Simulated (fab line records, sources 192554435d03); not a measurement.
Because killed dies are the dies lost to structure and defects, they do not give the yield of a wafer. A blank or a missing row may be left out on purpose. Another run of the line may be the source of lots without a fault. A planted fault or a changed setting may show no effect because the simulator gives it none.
Chamber matching	flow n5-finfet	N5_BEOL_M6_STRIP_19 on rie-diel-05 has 4 sister chambers
The step strips in O2. 20 wafers are shown with their chamber, then 10 later ones without.

## WAFERS, EACH WITH ITS CHAMBER
wafer	chamber	drypump-motor-current-A (A)	showerhead-plenum-p-Torr (Torr)	oes-product-au (a.u.)
L076.1	0	6.1	2.09	0.72
L076.4	3	5.5	2.16	0.72
L076.6	2	5.8	2.08	0.71
L080.1	0	6.1	2.09	0.72
L080.2	2	5.7	2.07	0.69
L080.5	3	5.5	2.16	0.71
L083.1	2	5.7	2.07	0.70
L083.5	1	6.3	2.04	0.82
L083.6	0	6.1	2.09	0.72
L082.3	1	6.3	2.04	0.81
L082.5	0	6.1	2.09	0.72
L082.6	1	6.3	2.04	0.81
L092.2	3	5.5	2.16	0.71
L092.3	0	6.1	2.09	0.71
L092.4	2	5.7	2.07	0.69
L088.3	3	5.5	2.16	0.71
L088.5	3	5.5	2.16	0.71
L088.6	0	6.1	2.09	0.71
L087.1	1	6.3	2.03	0.80
L087.2	3	5.5	2.15	0.70

SIGNATURES (means of the wafers above)
reading	chamber 0	chamber 1	chamber 2	chamber 3	scatter within a chamber
drypump-motor-current-A	6.100	6.300	5.725	5.500	0.0217
showerhead-plenum-p-Torr	2.0900	2.0375	2.0725	2.1583	0.00382
oes-product-au	0.7167	0.8100	0.6975	0.7100	0.00711
Rule: a wafer's distance from a chamber is the root of the sum, over the readings, of the square of ((its reading less the chamber's mean) divided by the reading's scatter). The wafer belongs to the nearest chamber; if the next one is less than 2 further off, it can't be placed. The scatter is the square root of a quotient: the sum, over the shown wafers, of each reading's squared deviation from its chamber's mean, divided by wafers minus chambers.

## WAFERS MISSING THEIR CHAMBER
wafer	drypump-motor-current-A (A)	showerhead-plenum-p-Torr (Torr)	oes-product-au (a.u.)
L087.3	6.1	2.08	0.70
L087.4	6.3	2.03	0.80
L087.5	6.1	2.08	0.70
L087.6	5.5	2.15	0.69
L090.2	6.2	2.08	0.71
L090.4	6.3	2.03	0.80
L090.5	5.5	2.15	0.70
L091.1	6.3	2.03	0.80
L091.3	5.5	2.15	0.70
L091.4	5.5	2.15	0.70

## THE CHAMBER EACH PASSED THROUGH
wafer	from the rows above	in truth
L087.3	0	0
L087.4	1	1
L087.5	0	0
L087.6	3	3
L090.2	0	0
L090.4	1	1
L090.5	3	3
L091.1	1	1
L091.3	3	3
L091.4	3	3
Placed correctly: 10 of 10. From these rows, 0 cannot be placed. Placed wrongly: 0.
